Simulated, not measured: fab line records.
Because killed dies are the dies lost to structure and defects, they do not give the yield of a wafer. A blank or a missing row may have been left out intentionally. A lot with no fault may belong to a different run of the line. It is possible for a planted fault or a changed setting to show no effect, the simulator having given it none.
What tool caused it? || flow n5-finfet || 72 wafers from 24 lots sampled at 2 of the route's 1938 steps

WHAT THE GAUGES READ, wafer by wafer
N5_BEOL_M7_OVL_MEAS_29.
{"lot": "L074", "measured": "day 9 07:02", "on": "overlay-02", "V6_OVL (nm)": "-0.6 0.8 -0.1"}
{"lot": "L075", "measured": "day 9 10:53", "on": "overlay-02", "V6_OVL (nm)": "-0.8 -1.0 -1.4"}
{"lot": "L076", "measured": "day 9 21:38", "on": "overlay-02", "V6_OVL (nm)": "0.6 0.8 0.4"}
{"lot": "L077", "measured": "day 10 04:23", "on": "overlay-02", "V6_OVL (nm)": "-1.2 -0.2 -0.2"}
{"lot": "L078", "measured": "day 10 07:21", "on": "overlay-02", "V6_OVL (nm)": "0.0 -0.9 -0.9"}
{"lot": "L079", "measured": "day 11 00:16", "on": "overlay-02", "V6_OVL (nm)": "0.3 0.6 -0.1"}
{"lot": "L081", "measured": "day 11 03:05", "on": "overlay-02", "V6_OVL (nm)": "1.0 1.3 -0.5"}
{"lot": "L080", "measured": "day 11 03:25", "on": "overlay-02", "V6_OVL (nm)": "-0.2 -0.4 -0.6"}
{"lot": "L082", "measured": "day 11 10:56", "on": "overlay-02", "V6_OVL (nm)": "-1.1 -0.5 -0.3"}
{"lot": "L083", "measured": "day 11 13:41", "on": "overlay-02", "V6_OVL (nm)": "0.0 0.2 -0.8"}
{"lot": "L084", "measured": "day 11 21:14", "on": "overlay-01", "V6_OVL (nm)": "-0.1 -0.7 -1.4"}
{"lot": "L085", "measured": "day 12 16:07", "on": "overlay-02", "V6_OVL (nm)": "-0.1 -0.8 -0.1"}
{"lot": "L086", "measured": "day 12 16:10", "on": "overlay-02", "V6_OVL (nm)": "0.0 0.0 0.0"}
{"lot": "L087", "measured": "day 12 16:12", "on": "overlay-02", "V6_OVL (nm)": "0.2 -1.3 0.5"}
{"lot": "L089", "measured": "day 13 13:45", "on": "overlay-02", "V6_OVL (nm)": "0.4 0.3 -0.1"}
{"lot": "L088", "measured": "day 13 15:37", "on": "overlay-01", "V6_OVL (nm)": "-0.4 -0.4 -1.7"}
{"lot": "L090", "measured": "day 13 16:04", "on": "overlay-01", "V6_OVL (nm)": "-0.4 -1.4 -1.0"}
{"lot": "L093", "measured": "day 13 18:57", "on": "overlay-01", "V6_OVL (nm)": "-0.2 -0.6 0.0"}
{"lot": "L091", "measured": "day 13 21:50", "on": "overlay-02", "V6_OVL (nm)": "-1.5 -0.5 -0.3"}
{"lot": "L096", "measured": "day 15 06:58", "on": "overlay-01", "V6_OVL (nm)": "-0.8 -0.4 -1.4"}
{"lot": "L092", "measured": "day 15 13:47", "on": "overlay-01", "V6_OVL (nm)": "-0.4 -0.7 0.1"}
{"lot": "L094", "measured": "day 15 17:00", "on": "overlay-01", "V6_OVL (nm)": "0.0 -0.6 1.1"}
{"lot": "L097", "measured": "day 15 17:10", "on": "overlay-02", "V6_OVL (nm)": "0.0 0.4 -0.3"}
{"lot": "L095", "measured": "day 15 17:20", "on": "overlay-02", "V6_OVL (nm)": "-0.9 -0.2 0.5"}

N5_BEOL_M7_INSPECT_30: inspects for defects (brightfield).
{"lot": "L074", "measured": "day 9 07:05", "on": "defect-inspect-02", "raw-defect-count": "278 302 296"}
{"lot": "L075", "measured": "day 9 10:57", "on": "defect-inspect-02", "raw-defect-count": "525 477 490"}
{"lot": "L076", "measured": "day 9 21:41", "on": "defect-inspect-02", "raw-defect-count": "617 568 614"}
{"lot": "L077", "measured": "day 10 04:26", "on": "defect-inspect-01", "raw-defect-count": "443 298 323"}
{"lot": "L078", "measured": "day 10 07:24", "on": "defect-inspect-01", "raw-defect-count": "340 258 398"}
{"lot": "L079", "measured": "day 11 00:19", "on": "defect-inspect-02", "raw-defect-count": "414 425 415"}
{"lot": "L081", "measured": "day 11 03:09", "on": "defect-inspect-02", "raw-defect-count": "421 430 314"}
{"lot": "L080", "measured": "day 11 03:29", "on": "defect-inspect-01", "raw-defect-count": "423 399 430"}
{"lot": "L082", "measured": "day 11 10:59", "on": "defect-inspect-01", "raw-defect-count": "514 545 455"}
{"lot": "L083", "measured": "day 11 13:44", "on": "defect-inspect-01", "raw-defect-count": "529 417 411"}
{"lot": "L084", "measured": "day 11 21:18", "on": "defect-inspect-02", "raw-defect-count": "456 405 662"}
{"lot": "L085", "measured": "day 12 16:10", "on": "defect-inspect-02", "raw-defect-count": "369 402 402"}
{"lot": "L086", "measured": "day 12 16:13", "on": "defect-inspect-02", "raw-defect-count": "475 504 410"}
{"lot": "L087", "measured": "day 12 16:16", "on": "defect-inspect-02", "raw-defect-count": "420 396 438"}
{"lot": "L089", "measured": "day 13 13:48", "on": "defect-inspect-02", "raw-defect-count": "458 475 446"}
{"lot": "L088", "measured": "day 13 15:40", "on": "defect-inspect-02", "raw-defect-count": "460 479 521"}
{"lot": "L090", "measured": "day 13 16:07", "on": "defect-inspect-01", "raw-defect-count": "393 439 405"}
{"lot": "L093", "measured": "day 13 19:00", "on": "defect-inspect-02", "raw-defect-count": "484 577 560"}
{"lot": "L091", "measured": "day 13 21:53", "on": "defect-inspect-01", "raw-defect-count": "290 364 488"}
{"lot": "L096", "measured": "day 15 07:01", "on": "defect-inspect-01", "raw-defect-count": "386 351 484"}
{"lot": "L092", "measured": "day 15 13:51", "on": "defect-inspect-01", "raw-defect-count": "514 297 389"}
{"lot": "L094", "measured": "day 15 17:02", "on": "defect-inspect-02", "raw-defect-count": "547 352 560"}
{"lot": "L097", "measured": "day 15 17:13", "on": "defect-inspect-01", "raw-defect-count": "470 440 406"}
{"lot": "L095", "measured": "day 15 17:23", "on": "defect-inspect-01", "raw-defect-count": "360 296 444"}

EACH LOT AND THE TOOL THAT RAN IT (in order: tool; ch and the chambers of the sampled wafers; start)
No process step before these readings appears in the record.

WHAT THE TOOLS THEMSELVES READ (means of the sampled wafers that have a number; where no wafer has one, the mark that the record gives instead)
The record holds no such reading with a usual standard deviation.

THE ANSWER, worked out from the rows above alone
Rule: the lots themselves supply what counts as usual. Put in order of their means at a reading, lots are off if they are a third of the lots or fewer, leave a main group of 4 or more, and stand apart from it by a gap of 3 or more times the standard deviation of the main group's means; of several such gaps the widest counts. Not used: any main group whose means are identical at the precision the tables above print for the reading. A lot without any number at a reading at which 4 lots or more have one is off too. Any other lot the step has rows for is counted as sound. First the gauges in route order, then the tools' own readings, where a lot's mean is used as printed above. The first step at which some lot is off is used, and at that step the reading that is off furthest; a lot without a number counts as furthest.
None of the lots is off at any reading shown; this tells nothing.

WHAT HAD BEEN PUT IN BY THE SIMULATOR
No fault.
